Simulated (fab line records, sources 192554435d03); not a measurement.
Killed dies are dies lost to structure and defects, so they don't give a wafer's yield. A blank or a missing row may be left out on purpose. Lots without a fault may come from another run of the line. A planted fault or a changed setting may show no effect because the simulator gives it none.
Split-lot experiment | flow n5_finfet | 7 lots, 21 wafers read, on a route of 1938 steps

THE SPLIT
At N5_FIN_CUT_COAT_02 (resist thk 30 nm), the setting spin_rpm was moved away from the recipe's 1500 rpm on 7 of the 21 wafers read, by +3.0% to +10.6%. The other wafers ran this setting at the recipe's value.

FROM THE SPLIT TO THE READING: what the file shows between them, 3 steps
- N5_FIN_CUT_EBR_04
- N5_FIN_CUT_SOFTBAKE_03: time 60 s
- N5_FIN_CUT_DESCUM_13: chemistry O2, time 7 s

THE READING
CAR-EUV_of_FIN_CUT_COAT_02.thk_nm (the simulator's own value, which no gauge read), in nm, at N5_FIN_CUT_ETCH_30 (etches underlayer in N2/H2, target depth 13 nm, time 10.4 s). The file gives no usual value for it. The 14 wafers here that ran the recipe average 14.6 nm, standard deviation 0.15 nm.

wafer  | tool, chamber at the split | spin_rpm as run, rpm | against the recipe | CAR-EUV_of_FIN_CUT_COAT_02.thk_nm, nm | against lot-mates on the recipe
L075.2 | litho_track-01, 0          | 1500                 | recipe             | 14.2                                  | -
L075.3 | litho_track-01, 0          | 1500                 | recipe             | 14.6                                  | -
L075.5 | litho_track-01, 0          | 1500                 | recipe             | 14.4                                  | -
L083.1 | litho_track-01, 0          | 1500                 | recipe             | 14.6                                  | -
L083.2 | litho_track-01, 0          | 1500                 | recipe             | 14.6                                  | -
L083.5 | litho_track-01, 0          | 1500                 | recipe             | 14.8                                  | -
L087.2 | litho_track-05, 0          | 1500                 | recipe             | 14.6                                  | -
L087.5 | litho_track-05, 0          | 1500                 | recipe             | 14.6                                  | -
L087.6 | litho_track-05, 0          | 1659                 | +10.6%             | 13                                    | -1.6
L089.2 | litho_track-05, 0          | 1500                 | recipe             | 14.6                                  | -
L089.5 | litho_track-05, 0          | 1500                 | recipe             | 14.6                                  | -
L089.6 | litho_track-05, 0          | 1545                 | +3.0%              | 14.2                                  | -0.4
L093.1 | litho_track-04, 0          | 1566                 | +4.4%              | 14                                    | -0.6
L093.2 | litho_track-04, 0          | 1500                 | recipe             | 14.6                                  | -
L093.5 | litho_track-04, 0          | 1566                 | +4.4%              | 13.6                                  | -1.0
L094.1 | litho_track-05, 0          | 1587                 | +5.8%              | 13.8                                  | -1.0
L094.3 | litho_track-05, 0          | 1587                 | +5.8%              | 14                                    | -0.8
L094.4 | litho_track-05, 0          | 1500                 | recipe             | 14.8                                  | -
L095.4 | litho_track-01, 0          | 1500                 | recipe             | 14.4                                  | -
L095.5 | litho_track-01, 0          | 1627                 | +8.5%              | 13.4                                  | -1.1
L095.6 | litho_track-01, 0          | 1500                 | recipe             | 14.6                                  | -

THE FIT
A straight line over all 21 wafers: CAR-EUV_of_FIN_CUT_COAT_02.thk_nm changes by -0.141 nm for each +1% of spin_rpm; r = -0.95; the points scatter about the line by 0.16 nm.
The same after taking each lot's own level away (the mean of its wafers on the recipe; 21 wafers): -0.149 nm for each +1%; r = -0.97; scatter 0.13 nm.
On that fit, the largest move of spin_rpm shifts the reading by 1.6 nm.
The lots' own levels span 14.40 to 14.80 nm, that is 2.7 times the standard deviation above.
So the lot-to-lot level changes the slope little: the two slopes agree.
Check: with one of the wafers moved furthest among these (+10.6%) left out of the fit, the line predicts -1.58 nm for it against its lot-mates. It came out at -1.6 nm against them.

OTHER SPLITS ON THESE WAFERS
These wafers also went through other splits before the reading. Each is held against what the fit with the lots' levels taken away leaves over:
other split on the same wafers        | wafers away from the commonest value | r with CAR-EUV_of_FIN_CUT_COAT_02.thk_nm (lot level and that fit taken away)
N5_FIN_SAQP_PEB_14 peb_time_s         | 6                                    | +0.07
N5_FIN_SAQP_DEVELOP_15 develop_time_s | 3                                    | +0.41

THE WHOLE CHAIN: every reading that the file lists as answering this split, in the file's order
step               | what it does                                                | reading                                                                            | change (the file's fit)               | r (the file's)
N5_FIN_CUT_COAT_02 | resist thk 30 nm                                            | CAR-EUV_of_FIN_CUT_COAT_02.thk_nm (the simulator's own value, which no gauge read) | -0.144 nm for each +1% of the setting | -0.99
N5_FIN_CUT_ETCH_30 | etches underlayer in N2/H2, target depth 13 nm, time 10.4 s | CAR-EUV_of_FIN_CUT_COAT_02.thk_nm (the simulator's own value, which no gauge read) | -0.147 nm for each +1% of the setting | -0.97

THE FILE'S OWN FIT
CAR-EUV_of_FIN_CUT_COAT_02.thk_nm changes by -0.147 nm for each +1% of spin_rpm, r = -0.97.
